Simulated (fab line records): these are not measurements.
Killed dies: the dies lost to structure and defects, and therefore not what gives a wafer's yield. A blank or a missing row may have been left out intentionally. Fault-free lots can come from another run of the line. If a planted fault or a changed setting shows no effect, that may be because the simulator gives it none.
Lot-split experiment + flow n5 finfet + on a route of 1938 steps: 7 lots, 21 wafers read

## ON THE SPLIT
At N5_BEOL_M15_SPUTTER_43 (material TaN, target thk 15 nm, time 24.19 s), the setting power w was moved away from the recipe's 15000 W on 4 of the 21 wafers read, by -6.6% to +12.5%. All remaining wafers had this setting at the recipe value.

The reading comes from the split's own step.

## THE READING
TaN_of_BEOL_M15_SPUTTER_43.thk nm (the simulator's own value, which no gauge read), in nm, at N5_BEOL_M15_SPUTTER_43 (material TaN, target thk 15 nm, time 24.19 s). The file gives no usual value for it. Across the 17 wafers here that went through the recipe, the average is 15.2 nm and the standard deviation 0.14 nm.

| wafer  | tool, chamber at the split | power w as run, W | against the recipe | TaN_of_BEOL_M15_SPUTTER_43.thk nm, nm | against lot-mates on the recipe |
|--------|----------------------------|-------------------|--------------------|---------------------------------------|---------------------------------|
| L078.2 | pvd sputter-02, -          | 15000             | recipe             | 15.4                                  | -                               |
| L078.5 | pvd sputter-02, -          | 15000             | recipe             | 15.2                                  | -                               |
| L078.6 | pvd sputter-02, -          | 15000             | recipe             | 15.2                                  | -                               |
| L083.1 | pvd sputter-02, -          | 15000             | recipe             | 15.4                                  | -                               |
| L083.2 | pvd sputter-02, -          | 15000             | recipe             | 15.4                                  | -                               |
| L083.3 | pvd sputter-02, -          | 15000             | recipe             | 15.4                                  | -                               |
| L081.1 | pvd sputter-03, -          | 15000             | recipe             | 15.2                                  | -                               |
| L081.4 | pvd sputter-03, -          | 14010             | -6.6%              | 14.2                                  | -1.0                            |
| L081.5 | pvd sputter-03, -          | 14010             | -6.6%              | 14.2                                  | -1.0                            |
| L089.2 | pvd sputter-02, -          | 15000             | recipe             | 15.2                                  | -                               |
| L089.3 | pvd sputter-02, -          | 16870             | +12.5%             | 17                                    | +1.9                            |
| L089.5 | pvd sputter-02, -          | 15000             | recipe             | 15                                    | -                               |
| L088.4 | pvd sputter-03, -          | 15000             | recipe             | 15                                    | -                               |
| L088.5 | pvd sputter-03, -          | 15000             | recipe             | 15.4                                  | -                               |
| L088.6 | pvd sputter-03, -          | 15000             | recipe             | 15.2                                  | -                               |
| L090.1 | pvd sputter-01, -          | 15000             | recipe             | 15.2                                  | -                               |
| L090.2 | pvd sputter-01, -          | 15000             | recipe             | 15.2                                  | -                               |
| L090.4 | pvd sputter-01, -          | 15000             | recipe             | 15                                    | -                               |
| L093.1 | pvd sputter-02, -          | 14180             | -5.5%              | 14.6                                  | -0.7                            |
| L093.2 | pvd sputter-02, -          | 15000             | recipe             | 15.2                                  | -                               |
| L093.6 | pvd sputter-02, -          | 15000             | recipe             | 15.4                                  | -                               |

FIT RESULTS
A straight line over all 21 wafers: TaN_of_BEOL_M15_SPUTTER_43.thk nm changes by +0.144 nm for each +1% of power w; r = +0.97; the points scatter about the line by 0.14 nm.
The same after taking each lot's own level away (the mean of its wafers on the recipe; 21 wafers): +0.15 nm for each +1%; r = +0.98; scatter 0.099 nm.
Per that fit: largest power w move, reading shift of 1.9 nm.
Across the lots, their own levels run from 15.10 to 15.40 nm, a range of 2.1 times the standard deviation given above.
Hence the lot-to-lot level has little effect on the slope; both slopes agree.
Check: with one of the wafers moved furthest among these (+12.5%) left out of the fit, the line predicts +1.82 nm for it against its lot-mates. It came out at +1.9 nm against them.

## THESE WAFERS: OTHER SPLITS
Before the reading, these wafers also passed through other splits. Each is held against what the fit with the lots' levels taken away leaves over:
| other split on the same wafers | wafers away from the commonest value | r with TaN_of_BEOL_M15_SPUTTER_43.thk nm (lot level and that fit taken away) |
|--------------------------------|--------------------------------------|------------------------------------------------------------------------------|
| N5_BEOL_M12_COAT_04 spin rpm   | 10                                   | +0.06                                                                        |
| N5_BEOL_M14_COAT_58 spin rpm   | 8                                    | +0.11                                                                        |
| N5_BEOL_M14_EXPOSE_07 dose mj  | 9                                    | -0.06                                                                        |

## THE FILE'S OWN FIT
TaN_of_BEOL_M15_SPUTTER_43.thk nm changes by +0.149 nm for each +1% of power w, r = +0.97.
